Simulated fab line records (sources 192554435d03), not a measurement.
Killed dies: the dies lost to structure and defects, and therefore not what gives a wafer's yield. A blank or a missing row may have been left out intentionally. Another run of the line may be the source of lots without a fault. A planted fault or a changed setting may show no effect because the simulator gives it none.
Matching of chambers || flow n5 finfet || N5_HKMG_FIN_ALD_74 on ald hk-02 has 4 sister chambers
The step deposits La2O3, target thk 0.5 nm, pulse time 6 s, co reactant pulse time 1 s. 30 wafers are shown with their chamber, then 12 later ones without.

WAFERS PAIRED WITH THEIR CHAMBERS
{"wafer": "L075.1", "chamber": 0, "heater power w (W)": 316, "precursor pulse height rel": 1.024}
{"wafer": "L075.2", "chamber": 1, "heater power w (W)": 405, "precursor pulse height rel": 0.991}
{"wafer": "L075.4", "chamber": 2, "heater power w (W)": 304, "precursor pulse height rel": 1.024}
{"wafer": "L076.1", "chamber": 0, "heater power w (W)": 311, "precursor pulse height rel": 1.021}
{"wafer": "L076.2", "chamber": 2, "heater power w (W)": 310, "precursor pulse height rel": 1.007}
{"wafer": "L076.4", "chamber": 1, "heater power w (W)": 416, "precursor pulse height rel": 1.001}
{"wafer": "L077.1", "chamber": 3, "heater power w (W)": 367, "precursor pulse height rel": 1.003}
{"wafer": "L077.5", "chamber": 0, "heater power w (W)": 306, "precursor pulse height rel": 1.013}
{"wafer": "L077.6", "chamber": 1, "heater power w (W)": 419, "precursor pulse height rel": 0.982}
{"wafer": "L078.1", "chamber": 2, "heater power w (W)": 308, "precursor pulse height rel": 0.977}
{"wafer": "L078.2", "chamber": 0, "heater power w (W)": 299, "precursor pulse height rel": 0.989}
{"wafer": "L078.3", "chamber": 3, "heater power w (W)": 380, "precursor pulse height rel": 1.012}
{"wafer": "L079.1", "chamber": 0, "heater power w (W)": 304, "precursor pulse height rel": 1.008}
{"wafer": "L079.2", "chamber": 2, "heater power w (W)": 306, "precursor pulse height rel": 1.027}
{"wafer": "L079.3", "chamber": 3, "heater power w (W)": 365, "precursor pulse height rel": 1.003}
{"wafer": "L082.2", "chamber": 3, "heater power w (W)": 374, "precursor pulse height rel": 1.021}
{"wafer": "L082.5", "chamber": 2, "heater power w (W)": 312, "precursor pulse height rel": 0.983}
{"wafer": "L082.6", "chamber": 3, "heater power w (W)": 375, "precursor pulse height rel": 0.973}
{"wafer": "L083.1", "chamber": 0, "heater power w (W)": 309, "precursor pulse height rel": 1.009}
{"wafer": "L083.3", "chamber": 1, "heater power w (W)": 410, "precursor pulse height rel": 0.992}
{"wafer": "L083.5", "chamber": 1, "heater power w (W)": 406, "precursor pulse height rel": 1.011}
{"wafer": "L087.3", "chamber": 1, "heater power w (W)": 404, "precursor pulse height rel": 1.023}
{"wafer": "L087.5", "chamber": 2, "heater power w (W)": 307, "precursor pulse height rel": 1.001}
{"wafer": "L087.6", "chamber": 1, "heater power w (W)": 400, "precursor pulse height rel": 0.977}
{"wafer": "L088.1", "chamber": 2, "heater power w (W)": 312, "precursor pulse height rel": 0.967}
{"wafer": "L088.3", "chamber": 1, "heater power w (W)": 418, "precursor pulse height rel": 0.984}
{"wafer": "L088.4", "chamber": 0, "heater power w (W)": 302, "precursor pulse height rel": 0.969}
{"wafer": "L089.1", "chamber": 1, "heater power w (W)": 409, "precursor pulse height rel": 0.999}
{"wafer": "L089.3", "chamber": 2, "heater power w (W)": 314, "precursor pulse height rel": 1.045}
{"wafer": "L089.6", "chamber": 0, "heater power w (W)": 306, "precursor pulse height rel": 0.978}

SIGNATURES (averages over the wafers above)
{"reading": "heater power w", "chamber 0": 306.62, "chamber 1": 409.67, "chamber 2": 309.12, "chamber 3": 372.20, "scatter within a chamber": 5.52}
{"reading": "precursor pulse height rel", "chamber 0": 1.00137, "chamber 1": 0.99556, "chamber 2": 1.00387, "chamber 3": 1.00240, "scatter within a chamber": 0.0206}
Rule: for each reading, subtract the chamber's mean from the wafer's reading, divide by that reading's scatter and square the result; add these up over the readings and take the root, which gives the wafer's distance from the chamber. If the next closest chamber is less than 2 further off than the closest, the wafer can't be placed; otherwise it belongs to the closest. The scatter: the root of (the sum of the squares of (reading less its chamber's mean) over the shown wafers, divided by (wafers less chambers)).

WAFERS WITH NO CHAMBER GIVEN
{"wafer": "L090.1", "heater power w (W)": 310, "precursor pulse height rel": 1.006}
{"wafer": "L090.3", "heater power w (W)": 306, "precursor pulse height rel": 0.944}
{"wafer": "L090.5", "heater power w (W)": 309, "precursor pulse height rel": 1.014}
{"wafer": "L093.1", "heater power w (W)": 404, "precursor pulse height rel": 0.985}
{"wafer": "L093.2", "heater power w (W)": 369, "precursor pulse height rel": 0.989}
{"wafer": "L093.4", "heater power w (W)": 309, "precursor pulse height rel": 1.015}
{"wafer": "L094.2", "heater power w (W)": 396, "precursor pulse height rel": 0.987}
{"wafer": "L094.4", "heater power w (W)": 306, "precursor pulse height rel": 1.000}
{"wafer": "L094.6", "heater power w (W)": 408, "precursor pulse height rel": 0.992}
{"wafer": "L097.3", "heater power w (W)": 365, "precursor pulse height rel": 1.015}
{"wafer": "L097.4", "heater power w (W)": 406, "precursor pulse height rel": 0.981}
{"wafer": "L097.5", "heater power w (W)": 307, "precursor pulse height rel": 0.973}

WHICH CHAMBER EACH WENT THROUGH
{"wafer": "L090.1", "from the rows above": "can't be placed: 2 or 0", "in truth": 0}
{"wafer": "L090.3", "from the rows above": "can't be placed: 0 or 2", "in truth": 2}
{"wafer": "L090.5", "from the rows above": "can't be placed: 2 or 0", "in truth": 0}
{"wafer": "L093.1", "from the rows above": 1, "in truth": 1}
{"wafer": "L093.2", "from the rows above": 3, "in truth": 3}
{"wafer": "L093.4", "from the rows above": "can't be placed: 2 or 0", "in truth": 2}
{"wafer": "L094.2", "from the rows above": "can't be placed: 1 or 3", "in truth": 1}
{"wafer": "L094.4", "from the rows above": "can't be placed: 0 or 2", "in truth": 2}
{"wafer": "L094.6", "from the rows above": 1, "in truth": 1}
{"wafer": "L097.3", "from the rows above": 3, "in truth": 3}
{"wafer": "L097.4", "from the rows above": 1, "in truth": 1}
{"wafer": "L097.5", "from the rows above": "can't be placed: 0 or 2", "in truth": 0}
Placed correctly: 5 of 12. Can't be placed from these rows: 7 (the true chamber is among the candidates in 7). 0 placed wrongly.
